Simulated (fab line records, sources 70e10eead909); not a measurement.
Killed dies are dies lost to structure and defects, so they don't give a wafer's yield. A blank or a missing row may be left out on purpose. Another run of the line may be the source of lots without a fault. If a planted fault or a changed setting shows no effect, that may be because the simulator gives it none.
Check for tools in common :: flow nandHarc :: 9 lots and 22 wafers in the sample

## WHAT PROMPTED THE OPENING
Flagged at NHARC_END_SORT_01: reading killedAtArray, on 2 of 9 lots. Wafers without a fault read 28, standard deviation 11.
Rule: a lot is flagged in two cases, either no wafer of it has a number, or all its wafers with numbers fall more than 4 standard deviations from that mean. The other lots count as sound.

lot: L478
measured: day 20 02:50
on: prober-01
killedAtArray, wafer by wafer: 667 667 665
flag: FLAGGED

lot: L479
measured: day 20 12:46
on: prober-01
killedAtArray, wafer by wafer: 676 674 674
flag: FLAGGED

lot: L489
measured: day 22 03:38
on: prober-02
killedAtArray, wafer by wafer: 36
flag: 

lot: L488
measured: day 22 14:04
on: prober-01
killedAtArray, wafer by wafer: 37 36
flag: 

lot: L491
measured: day 24 01:06
on: prober-01
killedAtArray, wafer by wafer: 18 9 14
flag: 

lot: L490
measured: day 24 01:09
on: prober-02
killedAtArray, wafer by wafer: 46 49 48
flag: 

lot: L494
measured: day 24 17:31
on: prober-02
killedAtArray, wafer by wafer: 13 14 10
flag: 

lot: L495
measured: day 25 01:14
on: prober-02
killedAtArray, wafer by wafer: 27 35
flag: 

lot: L496
measured: day 25 02:11
on: prober-01
killedAtArray, wafer by wafer: 32 28
flag: 
On average the flagged lots' numbers are 670, which is +642 against the usual, or +58 standard deviations.

## TOOL THAT RAN EACH LOT
3 process steps preceding the reading are held in the record, out of 1159 steps in the route. Every cell lists first the tool, next ch and the chambers used by the sampled wafers, and last the start.
lot: L478
flag: FLAGGED
NHARC_A_CONTACT_ETCH_75: rieDiel-04 ch 1,2,3, day 17 06:56
NHARC_A_CONTACT_ETCH_126: harCapEtch-01 ch 0,1, day 17 08:23
NHARC_A_CONTACT_ETCH_91: rieDiel-04 ch 1,2, day 17 09:55

lot: L479
flag: FLAGGED
NHARC_A_CONTACT_ETCH_75: rieDiel-04 ch 0,1,2, day 17 15:04
NHARC_A_CONTACT_ETCH_126: harCapEtch-03 ch 0,1, day 17 16:28
NHARC_A_CONTACT_ETCH_91: rieDiel-07 ch 0,1,2, day 17 18:01

lot: L489
flag: 
NHARC_A_CONTACT_ETCH_75: rieDiel-02 ch 0,2, day 19 16:01
NHARC_A_CONTACT_ETCH_126: harCapEtch-03 ch 0,1, day 19 17:27
NHARC_A_CONTACT_ETCH_91: rieDiel-04 ch 1,2, day 19 18:59

lot: L488
flag: 
NHARC_A_CONTACT_ETCH_75: rieDiel-04 ch 1,3, day 19 16:33
NHARC_A_CONTACT_ETCH_126: harCapEtch-02 ch 0,1, day 19 18:09
NHARC_A_CONTACT_ETCH_91: rieDiel-02 ch 0,1,3, day 19 19:43

lot: L491
flag: 
NHARC_A_CONTACT_ETCH_75: rieDiel-07 ch 1,3, day 21 11:22
NHARC_A_CONTACT_ETCH_126: harCapEtch-03 ch 0, day 21 12:46
NHARC_A_CONTACT_ETCH_91: rieDiel-04 ch 1,2, day 21 14:18

lot: L490
flag: 
NHARC_A_CONTACT_ETCH_75: rieDiel-07 ch 0,1,3, day 21 05:19
NHARC_A_CONTACT_ETCH_126: harCapEtch-03 ch 0,1, day 21 06:48
NHARC_A_CONTACT_ETCH_91: rieDiel-07 ch 0,1,2, day 21 08:33

lot: L494
flag: 
NHARC_A_CONTACT_ETCH_75: rieDiel-02 ch 0,1,2, day 21 18:14
NHARC_A_CONTACT_ETCH_126: harCapEtch-02 ch 0,1, day 21 19:37
NHARC_A_CONTACT_ETCH_91: rieDiel-07 ch 0,1,3, day 21 21:11

lot: L495
flag: 
NHARC_A_CONTACT_ETCH_75: rieDiel-07 ch 0,1,3, day 21 21:16
NHARC_A_CONTACT_ETCH_126: harCapEtch-03 ch 0,1, day 21 22:40
NHARC_A_CONTACT_ETCH_91: rieDiel-07 ch 0,3, day 22 00:13

lot: L496
flag: 
NHARC_A_CONTACT_ETCH_75: rieDiel-07 ch 0,2,3, day 22 05:55
NHARC_A_CONTACT_ETCH_126: harCapEtch-01 ch 0,1, day 22 07:20
NHARC_A_CONTACT_ETCH_91: rieDiel-07 ch 0,1,3, day 22 08:53
What is done by these steps:
- NHARC_A_CONTACT_ETCH_75: etches the open film in CF4, target depth 39 nm, time 65 s.
- NHARC_A_CONTACT_ETCH_126: etches the open film in C4F8/O2/Ar, time 155 s, target depth 956 nm.
- NHARC_A_CONTACT_ETCH_91: etches the open film in CH3F/O2, target depth 40 nm, time 85.7 s.
- NHARC_END_SORT_01

## FLAGGED AGAINST TOTAL, ONE TOOL AT A TIME (gauges that did the reading follow at the end)
step: NHARC_A_CONTACT_ETCH_75
tool: rieDiel-02
lots run: 2
flagged: 0
share of the flagged lots: none
sound lots run after its first flagged lot: -

step: NHARC_A_CONTACT_ETCH_75
tool: rieDiel-04
lots run: 3
flagged: 2
share of the flagged lots: all
sound lots run after its first flagged lot: 1 (L488)

step: NHARC_A_CONTACT_ETCH_75
tool: rieDiel-07
lots run: 4
flagged: 0
share of the flagged lots: none
sound lots run after its first flagged lot: -

step: NHARC_A_CONTACT_ETCH_126
tool: harCapEtch-01
lots run: 2
flagged: 1
share of the flagged lots: some
sound lots run after its first flagged lot: 1 (L496)

step: NHARC_A_CONTACT_ETCH_126
tool: harCapEtch-02
lots run: 2
flagged: 0
share of the flagged lots: none
sound lots run after its first flagged lot: -

step: NHARC_A_CONTACT_ETCH_126
tool: harCapEtch-03
lots run: 5
flagged: 1
share of the flagged lots: some
sound lots run after its first flagged lot: 4 (L489,L490,L491,L495)

step: NHARC_A_CONTACT_ETCH_91
tool: rieDiel-02
lots run: 1
flagged: 0
share of the flagged lots: none
sound lots run after its first flagged lot: -

step: NHARC_A_CONTACT_ETCH_91
tool: rieDiel-04
lots run: 3
flagged: 1
share of the flagged lots: some
sound lots run after its first flagged lot: 2 (L489,L491)

step: NHARC_A_CONTACT_ETCH_91
tool: rieDiel-07
lots run: 5
flagged: 1
share of the flagged lots: some
sound lots run after its first flagged lot: 4 (L490,L494,L495,L496)

step: NHARC_END_SORT_01
tool: prober-01
lots run: 5
flagged: 2
share of the flagged lots: all
sound lots run after its first flagged lot: 3 (L488,L491,L496)

step: NHARC_END_SORT_01
tool: prober-02
lots run: 4
flagged: 0
share of the flagged lots: none
sound lots run after its first flagged lot: -

## WHAT THE TABLE PERMITS
rieDiel-04 at NHARC_A_CONTACT_ETCH_75 and prober-01 at NHARC_END_SORT_01 are the 2 rows of the table that ran each flagged lot.
- rieDiel-04 at NHARC_A_CONTACT_ETCH_75 ran 3 lots, 2 of them flagged. After the first flagged lot (L488), sound lots still ran on it; a lasting fault on the whole tool would not permit that.
- prober-01 at NHARC_END_SORT_01 ran 5 lots, 2 of them flagged. After the first flagged lot (L488, L491, L496), sound lots still ran on it; a lasting fault on the whole tool would not permit that.
No row of the table ran every flagged lot and no sound lot after the first.

## WHAT THE SIMULATOR PUT IN
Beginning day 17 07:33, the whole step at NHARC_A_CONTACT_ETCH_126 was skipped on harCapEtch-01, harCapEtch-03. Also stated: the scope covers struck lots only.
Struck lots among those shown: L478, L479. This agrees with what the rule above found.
